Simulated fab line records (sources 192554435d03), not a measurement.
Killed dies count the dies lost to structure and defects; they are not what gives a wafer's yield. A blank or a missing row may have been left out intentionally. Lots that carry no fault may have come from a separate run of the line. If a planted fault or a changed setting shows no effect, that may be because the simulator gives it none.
Comparing a struck lot with a sound one    flow n5-finfet    27 out of 1938 route steps
Sound: the wafers L588.1, L588.4, L588.6. Struck: wafers L600.3, L600.5. Last of all comes the cause.
Each step with rows lists, per side, the tool, then ch with its chambers, then its first start. Under that, the readings that differ: sound wafers    struck wafers    difference of the means    sigmas: that difference in standard deviations of wafers without a fault.
alike: words and numbers the same on both sides, and readings whose means are apart by under 2 such deviations; not compared: readings that were withheld, readings missing a value for some wafer, numbers with overlapping values and no deviation given by the record, and bounds like >300 which may hide the same value.
The two part at a step that has a row with sigmas, a row that says differs or no value, or rows on one side only. Numbers that don't overlap but have no deviation are shown without sigmas and don't part them. A reading missing from all wafers of one side parts the sides only when that side holds two or more wafers.

N5_BEOL_M4_CO_CAP_55: material Co, precursor CCTBA/H2, target thk 2 nm, time 102.1 s.
  sound on cvd-co-01 ch 0,1,2, day 10 11:42; struck on cvd-co-01 ch 2, day 13 00:49
  alike: heater-power-w
then, 1 step without rows for these wafers: N5_BEOL_M4_PRE_CLEAN_56 (time 15 s).
N5_BEOL_M4_DEP_57: deposits SiCN from 3MS/NH3, target thk 8 nm, time 14 s.
  sound on pecvd-03 ch 0,1, day 10 11:50; struck on pecvd-04 ch 0, day 13 00:56
  alike: showerhead-plenum-p-Torr, throttle-valve-pct
N5_BEOL_M4_RS_MEAS_58: measures by four-point-probe.
  sound: film-metro-02 at day 10 11:55; struck: film-metro-02 at day 13 01:00
reading         sound           struck     difference  sigmas
M4_RS (ohm/sq)  0.64 0.61 0.63  0.74 0.66  +0.07       +2
N5_BEOL_M4_INSPECT_59: inspects for defects (darkfield).
  sound: defect-inspect-02 at day 10 11:56; struck: defect-inspect-01 at day 13 01:01
  alike: raw-defect-count
N5_BEOL_M5_ILD_DEP_00: deposits SiCOH lowk from DEMS/porogen, target thk 140.64 nm, time 25.9 s.
  sound on pecvd-02 ch 0,1, day 10 12:56; struck on pecvd-03 ch 1,2, day 13 02:01
  alike: heater-power-w, showerhead-plenum-p-Torr, throttle-valve-pct
then, 1 step without rows for these wafers: N5_BEOL_M5_CURE_79 (cures SiCOH lowk, time 240 s).
N5_BEOL_M5_THK_MEAS_01:
  sound: film-metro-01 at day 10 13:31; struck: film-metro-02 at day 13 02:49
  alike: M5_ILD_THK
N5_BEOL_M5_PECVD_70: deposits SiO2 from TEOS/O2, target thk 16 nm, time 18 s.
  sound on pecvd-03 ch 0,1, day 10 13:34; struck on pecvd-04 ch 0,1, day 13 02:52
  alike: heater-power-w, showerhead-plenum-p-Torr, throttle-valve-pct
then, 2 steps without rows for these wafers: N5_BEOL_M5_HM_DEP_02 (deposits TiN, target thk 20 nm); N5_BEOL_M5_COAT_59 (time 60 s, resist thk 60 nm).
N5_BEOL_M5_COAT_60: time 60 s, resist thk 12 nm.
  sound on litho-track-04 ch 0, day 10 14:30; struck on litho-track-05 ch 0, day 13 04:52
reading                                     sound                 struck         difference  sigmas
spin-speed-rpm (rpm)                        1499.7 1500.9 1500.3  1403.5 1404.0  -96.5       -99 or more
model.SiARC_of_BEOL_M5_COAT_60.thk-nm (nm)  12 12 12              12.4 12.4      +0.4        
then, 7 steps without rows for these wafers: N5_BEOL_M5_COAT_71 (time 60 s, resist thk 5 nm); N5_BEOL_M5_COAT_05 (resist thk 30 nm); N5_BEOL_M5_EBR_07; N5_BEOL_M5_SOFTBAKE_06 (time 60 s); N5_BEOL_M5_EXPOSE_08 (exposes mask M5, target cd 28 nm); N5_BEOL_M5_PEB_09 (peb time 60 s); N5_BEOL_M5_DEVELOP_10 (develop time 30 s).
N5_BEOL_M5_CD_MEAS_11 targets a cd of 27.74 nm.
  sound on cd-sem-03 ch 0, day 10 14:53; struck on cd-sem-02 ch 0, day 13 05:08
  alike: cd-nm
N5_BEOL_M5_OVL_MEAS_12:
  sound on overlay-02 ch 0, day 10 14:55; struck on overlay-01 ch 0, day 13 05:10
  alike: M5_OVL
N5_BEOL_M5_INSPECT_13: inspects for defects (brightfield).
  sound: defect-inspect-02 at day 10 14:58; struck: defect-inspect-01 at day 13 05:13
  alike: raw-defect-count
N5_BEOL_M5_DESCUM_16: chemistry O2, time 7 s.
  sound on rie-diel-05 ch 0,1,2, day 10 15:20; struck on rie-diel-01 ch 0,3, day 13 05:15
  alike: bias-power-w, drypump-motor-current-A, oes-product-au, rf-vpp-V, showerhead-plenum-p-Torr, throttle-valve-pct
  not compared: rf-hours-counter-h
then, 1 step without rows for these wafers: N5_BEOL_M5_ETCH_72 (etches underlayer in N2/H2, target depth 6.5 nm, time 5.2 s).
N5_BEOL_M5_ETCH_61: etches SiARC in CF4, target depth 15.6 nm, time 26 s.
  sound on rie-diel-05 ch 0,1,2, day 10 15:23; struck on rie-diel-01 ch 0,3, day 13 05:18
reading                   sound              struck       difference  sigmas
model.etch.depth-nm (nm)  12.01 11.97 11.97  12.38 12.44  +0.43       
  alike: cf4-flow-sccm, drypump-motor-current-A, etch-rf-on-time-s, oes-product-au, rf-vpp-V, showerhead-plenum-p-Torr, throttle-valve-pct
  not compared: rf-hours-counter-h
N5_BEOL_M5_ETCH_62: etches SOC in N2/H2, target depth 75 nm, overetch 15 nm, time 112.5 s.
  sound on rie-diel-05 ch 0,1,2, day 10 15:25; struck on rie-diel-01 ch 0,3, day 13 05:20
reading                                     sound      struck   difference  sigmas
model.SiARC_of_BEOL_M5_COAT_60.thk-nm (nm)  7 6.6 6.8  7.4 7.2  +0.5        
  alike: drypump-motor-current-A, oes-product-au, rf-vpp-V, showerhead-plenum-p-Torr, throttle-valve-pct
  not compared: rf-hours-counter-h
then, 1 step without rows for these wafers: N5_BEOL_M5_STRIP_63 (strips in N2/H2).

## WHERE THEY PART
Earliest at N5_BEOL_M4_RS_MEAS_58; latest, in this record, at N5_BEOL_M5_COAT_60. Later steps at which nothing parts them and some readings are alike: N5_BEOL_M5_CD_MEAS_11, N5_BEOL_M5_OVL_MEAS_12, N5_BEOL_M5_INSPECT_13, N5_BEOL_M5_DESCUM_16, N5_BEOL_M5_ETCH_61, N5_BEOL_M5_ETCH_62.

WHY: whatever the simulator had introduced
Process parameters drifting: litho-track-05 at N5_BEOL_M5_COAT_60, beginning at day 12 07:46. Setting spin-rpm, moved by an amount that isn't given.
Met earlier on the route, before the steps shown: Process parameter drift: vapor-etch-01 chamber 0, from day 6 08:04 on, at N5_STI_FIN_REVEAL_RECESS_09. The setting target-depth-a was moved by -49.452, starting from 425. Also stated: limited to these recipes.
